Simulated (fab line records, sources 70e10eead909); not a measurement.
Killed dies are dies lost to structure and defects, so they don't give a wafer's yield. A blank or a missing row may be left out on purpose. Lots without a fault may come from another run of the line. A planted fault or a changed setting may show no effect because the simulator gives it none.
Chamber matching | flow nand_harc | NHARC_A_CONTACT_STRIP_82 on rie_diel-06: 4 sister chambers
The step strips in O2. 4 wafers are shown with their chamber, then 8 later ones without.

WAFERS WITH THEIR CHAMBER
wafer  | chamber | showerhead_plenum_p_Torr (Torr)
L626.2 | 3       | 3.68
L630.3 | 1       | 3.29
L630.6 | 0       | 3.47
L631.1 | 2       | 3.68

WAFERS WITHOUT THEIR CHAMBER
wafer  | showerhead_plenum_p_Torr (Torr)
L631.5 | 3.68
L631.6 | 3.29
L635.2 | 3.67
L635.3 | 3.67
L635.6 | 3.47
L633.1 | 3.67
L633.5 | 3.67
L633.6 | 3.67

WHICH CHAMBER EACH WENT THROUGH
wafer  | from the rows above     | in truth
L631.5 | can't be placed: 2 or 3 | 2
L631.6 | 1                       | 1
L635.2 | can't be placed: 2 or 3 | 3
L635.3 | can't be placed: 2 or 3 | 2
L635.6 | 0                       | 0
L633.1 | can't be placed: 2 or 3 | 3
L633.5 | can't be placed: 2 or 3 | 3
L633.6 | can't be placed: 2 or 3 | 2
Placed correctly: 2 of 8. Can't be placed from these rows: 6 (the true chamber is among the candidates in 6). Placed wrongly: 0.
How it was worked out, from the rows above alone: a wafer's distance from a chamber is the root of the sum, over the readings, of the square of ((its reading less the chamber's mean) divided by the reading's scatter). The wafer belongs to the nearest chamber; if the next one is less than 2 further off, it can't be placed. A chamber's mean is the mean of its shown wafers. The scatter: with one shown wafer a chamber, the root of the mean of the squares of how far each hidden wafer lies from its nearest shown one.
